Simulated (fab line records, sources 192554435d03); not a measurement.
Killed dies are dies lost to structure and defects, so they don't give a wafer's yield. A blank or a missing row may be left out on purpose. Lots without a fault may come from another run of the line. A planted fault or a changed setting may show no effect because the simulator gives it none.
Chamber matching | flow n5_finfet | N5_MOL_CONTACT_COAG_DESCUM_88 on rie_diel-04: 4 sister chambers
The step chemistry O2, time 7 s. 4 wafers are shown with their chamber, then 8 later ones without.

WAFERS WITH THEIR CHAMBER
wafer  | chamber | drypump_motor_current_A (A)
L083.1 | 2       | 5.6
L084.2 | 1       | 4.8
L084.4 | 0       | 5.5
L089.1 | 3       | 5.4

WAFERS WITHOUT THEIR CHAMBER
wafer  | drypump_motor_current_A (A)
L089.4 | 4.7
L089.6 | 4.7
L095.2 | 5.7
L095.3 | 5.4
L095.6 | 5.6
L097.3 | 5.4
L097.4 | 5.5
L097.6 | 5.6

WHICH CHAMBER EACH WENT THROUGH
wafer  | from the rows above          | in truth
L089.4 | 1                            | 1
L089.6 | 1                            | 1
L095.2 | can't be placed: 2 or 0      | 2
L095.3 | can't be placed: 3 or 0      | 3
L095.6 | can't be placed: 2 or 0      | 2
L097.3 | can't be placed: 3 or 0      | 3
L097.4 | can't be placed: 0 or 2 or 3 | 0
L097.6 | can't be placed: 2 or 0      | 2
Placed correctly: 2 of 8. Can't be placed from these rows: 6 (the true chamber is among the candidates in 6). Placed wrongly: 0.
How it was worked out, from the rows above alone: a wafer's distance from a chamber is the root of the sum, over the readings, of the square of ((its reading less the chamber's mean) divided by the reading's scatter). The wafer belongs to the nearest chamber; if the next one is less than 2 further off, it can't be placed. A chamber's mean is the mean of its shown wafers. The scatter: with one shown wafer a chamber, the root of the mean of the squares of how far each hidden wafer lies from its nearest shown one.
